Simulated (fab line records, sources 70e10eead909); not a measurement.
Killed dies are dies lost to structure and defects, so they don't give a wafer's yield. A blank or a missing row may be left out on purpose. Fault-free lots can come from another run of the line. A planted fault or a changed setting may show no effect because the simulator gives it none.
8D (eight disciplines) problem report, filled in by code ; flow nand harc ; the parts of the form that need people (team, actions taken, sign-off) are left out

1. THE PROBLEM
NHARC_END_SORT_01, killed at array: mean 181 over 1 wafer from 1 lot; wafers with no fault: 63, standard deviation 27. That puts it +4.4 standard deviations away from the usual mean.
Earliest sighting: wafer L114.1 on prober-02 at day 33 03:32. The record has a number at this step for 9 wafers belonging to 3 lots. The rule behind "out" and "out of limits": a value lying over 4 standard deviations away from the usual mean. Any other wafer with a number is counted as sound.

2. WHAT IT IS AND WHAT IT IS NOT
question;is;is not
which readings at this step;killed at array, defect limited yield, killed dies;killed at other, killed at periphery, killed open, killed short
which lots;L114;L103, L998
which wafers of those lots;L114.1;L114.3, L114.4
read on which gauges;prober-02;-
when;from day 33 03:32;"up to then (6 sound wafers); but 2 sound wafers of L114 came after"

3. WHAT RULES OUT EACH SUSPECT
Counting: a tool at a process step up to the reading stays a suspect if it ran every lot that is out. Sound lots after the first of them don't rule it out here, since some wafers of a struck lot are sound.
- the gauge at NHARC_END_SORT_01: kept. All the wafers that are out were read on prober-02, and no step on other tools shows them out.
- rie diel-01 at NHARC_A_M1_ETCH_15 (etches the open film in C4F8/Ar, target depth 182.5 nm, time 91.2 s): kept. It ran the lot that is out, L114 (day 31 03:51); its last sound lot up to then is L103 (day 26 09:55). With no start given for some of its lots, NHARC_A_M1_ETCH_15 uses the hours and lot order of NHARC_A_M1_CD_MEAS_16.
- pvd sputter-03 at NHARC_A_M1_PRE_CLEAN_30 (time 30 s): kept. It ran the lot that is out, L114 (day 31 04:38); its last sound lot up to then is L103 (day 26 10:40).
- pvd sputter-03 at NHARC_A_M1_PVD_20 (deposits TaN, target thk 5 nm, time 8.06 s): kept. It ran the lot that is out, L114 (day 31 06:22); its last sound lot up to then is L103 (day 26 12:01). With no start given for some of its lots, NHARC_A_M1_PVD_20 uses the hours and lot order of NHARC_A_M1_THK_MEAS_24.
- pecvd-03 at NHARC_A_M1_DEP_33 (deposits SiCN, target thk 30 nm): kept. It ran the lot that is out, L114 (day 31 06:43); its last sound lot up to then is L103 (day 26 12:19).
- cmp-01 at NHARC_A_BONDPAD_CMP_29 (polishes SiCN, target thk 200 nm): kept. It ran the lot that is out, L114 (day 31 07:37).
- rie diel-06 at NHARC_A_BONDPAD_ETCH_34 (etches the open film in N2/H2, target depth 60 nm, overetch 18 nm, time 65.91 s): kept. It ran the lot that is out, L114 (day 31 08:40); its last sound lot up to then is L998 (day 24 07:55).
- Within rie diel-01 at NHARC_A_M1_ETCH_15: the wafers that are out ran in chamber 2; their sound lot-mates ran in chambers 1, 3.
- Within pecvd-03 at NHARC_A_M1_DEP_33: the wafers that are out ran in chamber 0; their sound lot-mates ran in chambers 1, 2.
- Within cmp-01 at NHARC_A_BONDPAD_CMP_29: the wafers that are out ran in chamber 1; their sound lot-mates ran in chambers 0, 3.
- Within rie diel-06 at NHARC_A_BONDPAD_ETCH_34: the wafers that are out ran in chamber 1; their sound lot-mates ran in chambers 2, 3.
Left after counting: rie diel-01 at NHARC_A_M1_ETCH_15, pvd sputter-03 at NHARC_A_M1_PRE_CLEAN_30, pvd sputter-03 at NHARC_A_M1_PVD_20, pecvd-03 at NHARC_A_M1_DEP_33, cmp-01 at NHARC_A_BONDPAD_CMP_29, rie diel-06 at NHARC_A_BONDPAD_ETCH_34, prober-02 at NHARC_END_SORT_01.

4. THE CAUSE (what the simulator had put in)
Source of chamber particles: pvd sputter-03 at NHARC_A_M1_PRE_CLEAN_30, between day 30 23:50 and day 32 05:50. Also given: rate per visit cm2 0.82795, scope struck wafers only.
Counting leaves 7 suspects; this tool is one of them.

5. THE EFFECT CHAIN, in route order
Each row: a reading whose mean over the struck wafers that have a number lies more than 3 standard deviations from the usual. Scope: only readings with a usual standard deviation given in the record; hours: median across lots of the time from each lot's start at the first step in this table that gives one to its start at this step; sigmas: change in usual standard deviations.
hours;step;reading;usual;on struck wafers;change;sigmas
0;NHARC_END_SORT_01;defect limited yield;90 %;73;-17;-4.1
0;NHARC_END_SORT_01;killed at array;63;181;+118;+4.4
0;NHARC_END_SORT_01;killed dies;67;182;+115;+4.1

6. HOW IT WOULD HAVE BEEN CAUGHT EARLIER
52 hours passed between the start of the fault at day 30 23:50 and the first reading out of limits at a measuring or inspecting step in this record, taken at day 33 03:32.
Of the tool readings at NHARC_A_M1_PRE_CLEAN_30 for which the record gives a usual standard deviation, none was out on any struck wafer, so an alarm limit of 4 standard deviations on them would not have fired.
By day 33 03:32, every lot that is out (1) had started NHARC_A_M1_PRE_CLEAN_30 on pvd sputter-03. Tool hold at that time: it would have spared none of them.
